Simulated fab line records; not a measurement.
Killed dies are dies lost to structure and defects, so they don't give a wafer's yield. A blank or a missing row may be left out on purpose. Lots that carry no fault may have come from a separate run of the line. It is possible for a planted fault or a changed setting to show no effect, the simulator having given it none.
fab line records	flow n5Finfet
record lots=10	wafers=28	lastDay=17
route steps=1938 shown BEOL_M4@1091 BEOL_M5@1112 PASSIVATION@1936
lots untouched by any fault: they come from a run of this same line in which no faults occurred
startH: hours from the record's first day to the start of the lot's first wafer shown	waitH: how many hours have passed since the lot's step before this one	" repeats the value in the row above	L1.1+2: a row that stands for several wafers	- either no value or no given start	* or withheld: withheld	< > ~ a bound
route shown NAME@n: NAME is a module with steps in the file, n the number in the route of the first one	usual: average and standard deviation across the fault-free wafers	same: alike in all rows	chamber/n: place in a boat	sites: per-site readings	_std_site: standard deviation across them	_edge_site: mean of outer sites minus mean of inner sites	radiusMm: for every site, how far away it sits from the centre of the wafer	mask NAME#n: copy n	behind: the tool/chamber that last shaped the wafer	hold: cause of the lot's hold/its duration in hours/its outcome	device: names the non-switching transistor (n, p or np)	end of line: at the end of the route, the tests of the same wafers	a step without rows: its recipe alone	killed: at the first sort, the dies lost to defects and structure; wafer yield is something else	map: a wafer's dies, x killed, . not, _ none there
set.NAME: the run value of the setting; set.NAME@STEP: its run value at that earlier step	model.NAME: the simulator's own value behind a step, which no gauge read
route steps across a sampled set of lots; one table per step, one row per wafer
services: when a tool's chamber went out of use (startH, in hours from the record's first day, below 0 if earlier), for how many hours, and the reason
## steps
# step N5_BEOL_M4_ANNEAL_87
# recipe tempC=400	timeS=240	ambient=vacuum
# usual heaterPowerW=819/65
lot.wafer	tool	chamber	startH	waitH	heaterPowerW
L218.4	pvdSputter-03	-	170.74	0.1	744
L218.5	"	-	"	"	790
L218.6	"	-	"	"	908
L220.2	pvdSputter-03	-	193.93	0.0	766
L220.3	"	-	"	"	767
L220.6	"	-	"	"	762
L222.1	pvdSputter-02	-	204.85	0.0	732
L222.2	"	-	"	"	794
L222.4	"	-	"	"	976
L223.1	pvdSputter-03	-	209.96	0.0	763
L223.4	"	-	"	"	771
L223.5	"	-	"	"	941
L225.3	pvdSputter-02	-	221.94	0.0	981
L225.5	"	-	"	"	834
L225.6	"	-	"	"	997
L227.3	pvdSputter-03	-	247.04	0.0	783
L227.4	"	-	"	"	777
L227.5	"	-	"	"	792
L228.4	pvdSputter-03	-	250.17	0.0	773
L228.5	"	-	"	"	765
L228.6	"	-	"	"	914
L232.2	pvdSputter-01	-	265.68	0.0	868
L232.3	"	-	"	"	790
L232.6	"	-	"	"	842
L235.1	pvdSputter-03	-	273.05	0.0	765
L235.6	"	-	"	"	765
L236.4	pvdSputter-02	-	295.75	0.0	716
L236.5	"	-	"	"	728
# step N5_BEOL_M4_CO_CAP_55
# recipe material=Co	targetThkA=20	tempC=200	precursor=CCTBA/H2	pressureTorr=30	timeS=102.1
# usual heaterPowerW=224/18	runLengthS=125.0/0.5
lot.wafer	tool	chamber	startH	waitH	heaterPowerW	runLengthS
L218.4	cvdCo-01	1	177.94	0.0	240	125.2
L218.5	"	0	"	"	224	124.2
L218.6	"	2	"	"	211	124.9
L220.2	cvdCo-01	2	196.01	0.0	206	124.9
L220.3	"	1	"	"	239	125.3
L220.6	"	0	"	"	230	124.6
L222.1	cvdCo-01	0	206.73	0.0	224	124.3
L222.2	"	2	"	"	207	125.2
L222.4	"	1	"	"	240	125.2
L223.1	cvdCo-01	1	211.85	0.0	240	125.2
L223.4	"	2	"	"	213	125.2
L223.5	"	1	"	"	239	125.4
L225.3	cvdCo-01	1	223.86	0.0	246	125.8
L225.5	"	1	"	"	248	126.2
L225.6	"	0	"	"	230	124.5
L227.3	cvdCo-02	2	249.83	0.1	193	124.8
L227.4	"	1	"	"	234	125.4
L227.5	"	1	"	"	234	125.2
L228.4	cvdCo-01	1	252.09	0.0	253	125.4
L228.5	"	0	"	"	226	124.6
L228.6	"	2	"	"	210	125.3
L232.2	cvdCo-02	0	267.57	0.0	226	124.9
L232.3	"	2	"	"	190	125.2
L232.6	"	2	"	"	191	124.9
L235.1	cvdCo-01	1	274.95	0.0	246	125.2
L235.6	"	2	"	"	207	178.0
L236.4	cvdCo-01	2	297.72	0.0	211	125.1
L236.5	"	0	"	"	229	176.5
# step N5_BEOL_M4_DEP_57
# recipe material=SiCN	targetThkA=80	tempC=withheld	precursor=3MS/NH3	pressureTorr=3	rfW=202	timeS=14
# usual rfFwdPowerW=199.2/1.1	showerheadPlenumPTorr=3.661/0.012	throttleValvePct=8.9/0.37
lot.wafer	tool	chamber	startH	waitH	rfFwdPowerW	showerheadPlenumPTorr	throttleValvePct
L218.4	pecvd-02	2	178.04	0.0	197.7	3.647	8.3
L218.5	"	0	"	"	200.2	3.664	8.6
L218.6	"	1	"	"	197.8	3.662	8.7
L220.2	pecvd-01	1	196.13	0.0	199.5	3.648	9.0
L220.3	"	0	"	"	199.8	3.661	9.7
L220.6	"	0	"	"	200.3	3.658	9.6
L222.1	pecvd-01	1	206.85	0.0	199.9	3.644	9.1
L222.2	"	2	"	"	199.6	3.646	8.7
L222.4	"	1	"	"	199.1	3.657	9.2
L223.1	pecvd-01	0	211.96	0.0	200.9	3.669	9.9
L223.4	"	0	"	"	199.9	3.658	9.8
L223.5	"	2	"	"	198.9	3.655	8.4
L225.3	pecvd-02	1	223.98	0.0	197.7	3.659	8.8
L225.5	"	1	"	"	198.7	3.656	8.9
L225.6	"	0	"	"	199.6	3.669	8.6
L227.3	pecvd-01	1	249.95	0.0	199.3	3.637	9.1
L227.4	"	1	"	"	198.5	3.641	9.2
L227.5	"	0	"	"	200.2	3.663	9.6
L228.4	pecvd-02	0	252.20	0.0	201.2	3.662	8.5
L228.5	"	0	"	"	200.9	3.672	8.6
L228.6	"	1	"	"	198.3	3.660	8.9
L232.2	pecvd-04	1	267.68	0.0	202.0	3.676	8.9
L232.3	"	2	"	"	198.4	3.677	8.6
L232.6	"	1	"	"	201.0	3.676	8.8
L235.1	pecvd-04	2	275.07	0.0	198.1	3.682	8.9
L235.6	"	1	"	"	201.0	3.683	8.8
L236.4	pecvd-01	0	297.82	0.0	200.7	3.663	9.5
L236.5	"	2	"	"	198.9	3.656	8.6
# step N5_BEOL_M4_RC_MEAS_101
# usual DIBL_N=36.1/1.7	DIBL_P=35.9/2.1	IOFF_N=0.154/0.029	IOFF_P=0.21/0.035	ION_N=673/10	ION_P=463/7.5	SS_N=71.6/0.59	SS_P=73.2/0.69	VT_N=250.5/2.9	VT_P=-250/3.2
lot.wafer	tool	chamber	startH	waitH	DIBL_N[mV/V]	DIBL_P[mV/V]	IOFF_N[nA/um]	IOFF_P[nA/um]	ION_N[uA/um]	ION_P[uA/um]	SS_N[mV/dec]	SS_P[mV/dec]	VT_N[mV]	VT_P[mV]
L218.4	prober-02	0	178.60	0.5	38.7	39.4	0.182	0.26	668	458	72.7	73.5	252.3	-247
L218.5	"	0	"	"	37.7	37.9	0.165	0.24	662	454	72.7	73.6	253.9	-247
L218.6	"	0	"	"	36.0	37.8	0.146	0.23	661	462	71.7	73.2	252.5	-249
L220.2	prober-01	0	196.40	0.2	35.0	35.2	0.160	0.23	683	467	70.9	73.1	246.9	-249
L220.3	"	0	"	"	36.1	37.3	0.185	0.26	693	474	71.6	73.2	248.3	-245
L220.6	"	0	"	"	37.3	37.2	0.194	0.26	682	469	71.8	73.5	245.2	-247
L222.1	prober-02	0	206.97	0.0	34.4	34.3	0.115	0.14	653	443	70.9	71.9	253.0	-259
L222.2	"	0	"	"	39.7	39.3	0.204	0.20	664	447	72.2	73.8	248.9	-254
L222.4	"	0	"	"	37.1	37.0	0.149	0.18	666	453	72.0	73.4	252.5	-256
L223.1	prober-02	0	212.08	0.0	35.8	35.7	0.138	0.22	664	461	71.4	72.8	252.6	-250
L223.4	"	0	"	"	36.5	37.4	0.160	0.24	672	469	71.9	73.1	249.0	-248
L223.5	"	0	"	"	36.2	37.3	0.155	0.24	674	466	72.1	72.9	246.5	-247
L225.3	prober-01	0	224.41	0.3	38.0	38.1	0.166	0.24	675	465	71.7	73.9	249.4	-245
L225.5	"	0	"	"	37.1	36.7	0.147	0.21	674	466	71.3	73.9	251.3	-249
L225.6	"	0	"	"	38.6	38.0	0.166	0.23	669	463	72.2	74.0	250.2	-248
L227.3	prober-01	0	250.37	0.3	35.9	35.1	0.149	0.18	667	454	72.2	73.1	250.0	-253
L227.4	"	0	"	"	36.2	35.7	0.153	0.19	683	465	71.1	72.3	248.9	-251
L227.5	"	0	"	"	38.0	38.0	0.192	0.23	683	467	71.8	73.2	244.7	-249
L228.4	prober-02	0	252.78	0.5	35.3	35.5	0.162	0.23	678	464	71.4	74.0	251.4	-245
L228.5	"	0	"	"	35.3	35.3	0.161	0.23	677	464	70.8	73.5	250.4	-248
L228.6	"	0	"	"	32.9	32.6	0.119	0.19	666	459	70.7	71.7	253.0	-247
L232.2	prober-02	0	267.96	0.2	36.9	36.6	0.160	0.22	668	460	72.4	73.3	250.9	-250
L232.3	"	0	"	"	36.1	36.0	0.148	0.20	674	460	71.6	73.1	252.0	-251
L232.6	"	0	"	"	37.9	37.5	0.186	0.22	668	456	72.3	72.8	248.8	-253
L235.1	prober-01	0	275.23	0.0	38.0	37.8	0.192	0.24	691	469	72.7	73.1	248.7	-248
L235.6	"	0	"	"	38.2	37.4	0.187	0.22	687	468	72.1	73.4	246.8	-250
L236.4	prober-01	0	298.38	0.5	35.6	36.6	0.144	0.20	666	458	71.2	73.3	250.0	-250
L236.5	"	0	"	"	34.5	34.1	0.115	0.16	653	452	71.0	72.6	254.2	-252
# step N5_BEOL_M5_ILD_DEP_00
# recipe material=SiCOH_lowk	targetThkA=1406.4	tempC=300	precursor=DEMS/porogen	pressureTorr=5	rfW=500	timeS=25.9
# usual heaterPowerW=328/44	rfFwdPowerW=494.4/2.5	showerheadPlenumPTorr=5.741/0.013	throttleValvePct=13.6/0.97
lot.wafer	tool	chamber	startH	waitH	heaterPowerW	rfFwdPowerW	showerheadPlenumPTorr	throttleValvePct
L218.4	pecvd-02	1	179.12	0.4	336	493.0	5.738	13.4
L218.5	"	0	"	"	349	494.6	5.738	13.0
L218.6	"	2	"	"	238	489.7	5.725	12.9
L220.2	pecvd-02	0	197.21	0.7	349	493.0	5.738	13.1
L220.3	"	1	"	"	309	492.7	5.736	13.8
L220.6	"	2	"	"	220	491.4	5.726	12.9
L222.1	pecvd-03	0	207.93	0.8	263	493.8	5.763	15.7
L222.2	"	1	"	"	373	495.1	5.749	13.2
L222.4	"	2	"	"	357	489.7	5.738	12.4
L223.1	pecvd-04	1	213.05	0.8	377	498.3	5.737	13.4
L223.4	"	1	"	"	390	498.3	5.764	13.3
L223.5	"	1	"	"	391	498.1	5.768	13.4
L225.3	pecvd-03	0	225.06	0.5	264	495.7	5.762	15.5
L225.5	"	2	"	"	298	491.5	5.745	12.5
L225.6	"	0	"	"	266	495.7	5.758	15.9
L227.3	pecvd-02	2	251.03	0.5	276	491.0	5.717	12.9
L227.4	"	0	"	"	322	497.2	5.722	13.2
L227.5	"	1	"	"	359	493.0	5.741	13.3
L228.4	pecvd-03	2	253.31	0.4	351	489.1	5.725	12.6
L228.5	"	0	"	"	257	498.4	5.755	15.6
L228.6	"	2	"	"	346	493.1	5.736	12.4
L232.2	pecvd-04	1	268.77	0.7	372	496.9	5.765	13.5
L232.3	"	2	"	"	408	491.7	5.753	13.3
L232.6	"	0	"	"	328	495.7	5.737	13.6
L235.1	pecvd-03	1	276.20	0.8	386	495.1	5.723	13.3
L235.6	"	1	"	"	390	496.9	5.723	13.2
L236.4	pecvd-04	2	298.90	0.4	389	491.3	5.759	13.3
L236.5	"	1	"	"	378	495.4	5.752	13.3
# step N5_PASSIVATION_PROBE_49
# usual defectLimitedYield=91.3/1.4	killed_at_M0_to_M3=34/9.2	killed_at_M4_up=13/5.3	killedAtContacts=12/6	killedAtFrontEnd=39/12	killedAtOther=4/3.3	killedDies=102/17	killedOpen=67/12	killedShort=34/7.4	sort_bin_5_function=5.1/1	sort_bin_6_memory=3.2/0.6	sortNPass=1078/17	sortYieldPct=91.3/1.4
# same grossDies=1180	killedAtBackSide=0	sort_bin_4_leakage[%]=0	sort_bin_8_speed[%]=0
lot.wafer	tool	chamber	startH	waitH	defectLimitedYield[%]	killed_at_M0_to_M3	killed_at_M4_up	killedAtContacts	killedAtFrontEnd	killedAtOther	killedDies	killedOpen	killedShort	sort_bin_5_function[%]	sort_bin_6_memory[%]	sortNPass	sortYieldPct[%]
L218.4	prober-02	-	280.35	0.2	93.4	27	5	9	31	6	78	44	34	3.5	2.6	1102	93.4
L218.5	prober-02	-	280.40	0.2	90.8	46	16	14	30	3	109	71	38	5.7	3.2	1071	90.8
L218.6	prober-02	-	280.45	0.3	93.2	33	10	20	13	4	80	60	20	4.0	2.7	1100	93.2
L227.3	prober-01	-	365.16	0.1	89.6	46	8	17	52	0	123	88	34	6.6	3.6	1057	89.6
L227.4	prober-01	-	365.21	0.2	89.3	53	14	8	45	6	126	80	39	6.4	3.2	1054	89.3
L227.5	prober-01	-	365.26	0.2	90.9	39	12	14	41	1	107	62	40	4.7	3.8	1073	90.9
L232.2	prober-02	-	370.80	0.1	91.7	37	17	4	40	0	98	70	21	4.2	2.9	1082	91.7
L232.3	prober-02	-	370.85	0.1	90.3	46	4	14	49	1	114	81	23	4.7	4.1	1066	90.3
L232.6	prober-02	-	371.00	0.3	92.3	41	15	9	25	1	91	66	25	5.2	2.5	1089	92.3
L235.1	prober-01	-	379.69	0.0	92.4	35	15	19	17	4	90	59	28	4.4	3.0	1090	92.4
L236.4	prober-01	-	407.07	0.2	90.1	31	21	22	41	2	117	82	31	5.6	4.0	1063	90.1
L236.5	prober-01	-	407.12	0.2	91.2	37	18	11	38	0	104	64	36	5.4	3.1	1076	91.2
# killed by level:class
L218.4 FIN_SAQP:geometricParticle:short=11 MOL_CONTACT_COAG:geometricParticle:open=6 BEOL_M2:geometricParticle:open=6 BEOL_M1:geometricParticle:open=5 BEOL_M3:geometricParticle:open=5 STARTING-WAFER:geometricParticle:short=5 BEOL_M0_SAQP:geometricParticle:open=4 STI_FIN_REVEAL:geometricParticle:open=3
L218.5 MOL_CONTACT_COAG:geometricParticle:open=10 BEOL_M0_SAQP:geometricParticle:open=10 BEOL_M0_SAQP:geometricParticle:short=9 BEOL_M4:geometricParticle:open=9 FIN_SAQP:geometricParticle:open=7 STI_FIN_REVEAL:geometricParticle:open=7 BEOL_M1:geometricParticle:open=7 BEOL_M2:geometricParticle:open=5
L218.6 MOL_CONTACT_COAG:geometricParticle:open=20 BEOL_M2:geometricParticle:open=9 BEOL_M1:geometricParticle:open=6 BEOL_M4:geometricParticle:open=5 FIN_SAQP:geometricParticle:open=4 BEOL_M2:geometricParticle:short=4 BEOL_M3:geometricParticle:open=4 BEOL_M3:geometricParticle:short=4
L227.3 FIN_SAQP:geometricParticle:open=17 MOL_CONTACT_COAG:geometricParticle:open=16 BEOL_M2:geometricParticle:open=15 FIN_SAQP:geometricParticle:short=14 BEOL_M1:geometricParticle:open=13 BEOL_M3:geometricParticle:open=5 ILD0:geometricParticle:short=4 BEOL_M0_SAQP:geometricParticle:short=4
L227.4 BEOL_M2:geometricParticle:open=15 BEOL_M3:geometricParticle:open=12 STI_FIN_REVEAL:geometricParticle:open=7 BEOL_M0_SAQP:geometricParticle:short=7 HKMG_FIN:areaEtch=7 FIN_SAQP:geometricParticle:open=6 FIN_SAQP:geometricParticle:short=6 MOL_CONTACT_COAG:geometricParticle:open=6
L227.5 MOL_CONTACT_COAG:geometricParticle:open=13 FIN_SAQP:geometricParticle:short=12 BEOL_M0_SAQP:geometricParticle:open=8 BEOL_M0_SAQP:geometricParticle:short=7 BEOL_M2:geometricParticle:open=6 ILD0:geometricParticle:open=6 FIN_SAQP:geometricParticle:open=5 BEOL_M3:geometricParticle:open=5
L232.2 BEOL_M2:geometricParticle:open=12 BEOL_M3:geometricParticle:open=11 BEOL_M4:geometricParticle:open=9 FIN_SAQP:geometricParticle:short=8 BEOL_M0_SAQP:geometricParticle:open=7 HKMG_FIN:areaEtch=6 FIN_SAQP:geometricParticle:open=4 STI_FIN_REVEAL:geometricParticle:open=4
L232.3 BEOL_M3:geometricParticle:open=23 STI_FIN_REVEAL:geometricParticle:open=14 MOL_CONTACT_COAG:geometricParticle:open=9 DUMMY_GATE:geometricParticle:open=9 BEOL_M0_SAQP:geometricParticle:open=9 HKMG_FIN:areaEtch=8 BEOL_M0_SAQP:geometricParticle:short=5 DUMMY_GATE:geometricParticle:short=4
L232.6 BEOL_M3:geometricParticle:open=19 MOL_CONTACT_COAG:geometricParticle:open=8 BEOL_M1:geometricParticle:open=6 STI_FIN_REVEAL:geometricParticle:short=5 STI_FIN_REVEAL:geometricParticle:open=5 BEOL_M0_SAQP:geometricParticle:open=5 BEOL_M4:geometricParticle:open=5 DUMMY_GATE:geometricParticle:open=4
L235.1 MOL_CONTACT_COAG:geometricParticle:open=14 BEOL_M3:geometricParticle:open=11 FIN_SAQP:geometricParticle:open=4 BEOL_M0_SAQP:geometricParticle:short=4 BEOL_M0_SAQP:geometricParticle:open=4 BEOL_M2:geometricParticle:open=4 BEOL_M5:geometricParticle:open=4 FIN_SAQP:geometricParticle:short=3
L236.4 STI_FIN_REVEAL:geometricParticle:open=20 MOL_CONTACT_COAG:geometricParticle:open=16 FIN_SAQP:geometricParticle:open=10 BEOL_M4:geometricParticle:open=10 BEOL_M0_SAQP:geometricParticle:short=6 MOL_CONTACT_COAG:geometricParticle:short=5 BEOL_M2:geometricParticle:open=5 BEOL_M3:geometricParticle:open=4
L236.5 FIN_SAQP:geometricParticle:short=14 MOL_CONTACT_COAG:geometricParticle:open=8 BEOL_M1:geometricParticle:open=8 BEOL_M2:geometricParticle:open=7 BEOL_M4:geometricParticle:open=7 FIN_SAQP:geometricParticle:open=6 BEOL_M0_SAQP:geometricParticle:short=5 BEOL_M0:geometricParticle:open=5
## services
tool	chamber	startH	hours	kind
cvdCo-02	-	154.28	1.4	repair
cvdCo-02	-	155.69	6.9	pm
pecvd-02	1	161.14	2.1	scheduledDown
pecvd-01	1	164.35	20.2	repair
cvdCo-02	-	178.38	0.4	repair
pecvd-04	0	181.95	2.0	repair
pvdSputter-01	-	182.92	8.3	repair
pecvd-04	-	188.59	2.2	repair
pecvd-04	2	202.38	-	clean
pecvd-04	2	202.38	-	consumableReplace:showerhead
pecvd-04	2	202.38	29.0	scheduledDown
pecvd-04	2	202.38	29.0	ventCycle
pecvd-04	-	205.00	0.8	repair
pecvd-03	0	227.00	-	calibration
cvdCo-02	0	248.61	5.7	repair
cvdCo-01	-	250.17	1.0	repair
pecvd-03	1	250.46	5.5	scheduledDown
pecvd-02	2	251.26	2.1	scheduledDown
pecvd-04	-	269.27	1.5	repair
cvdCo-02	-	269.89	2.8	pm
pecvd-03	0	272.56	2.1	scheduledDown
pecvd-01	1	284.69	6.8	repair
pecvd-01	-	286.81	3.3	repair
## key
firstSign step=N5_BEOL_M4_CO_CAP_55	reading=runLengthS	direction=up	sigmas=99+	usual=*	struck=*
effect none on later readings
metAt N5_BEOL_M4_CO_CAP_55
struckLots L235,L236
struckWafers L235.6,L236.5
notActingAt N5_BEOL_M4_ANNEAL_87,N5_BEOL_M4_DEP_57,N5_BEOL_M5_ILD_DEP_00
onsetBetween 252.09 274.95
fault kind=processParameterDrift	tool=cvdCo-01	chamber=-	onsetH=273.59	steps=N5_BEOL_M4_CO_CAP_55	channel=timeS	offset=*	shape=step	endH=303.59	scope=struckWafersOnly	actsIn=*	stated=*
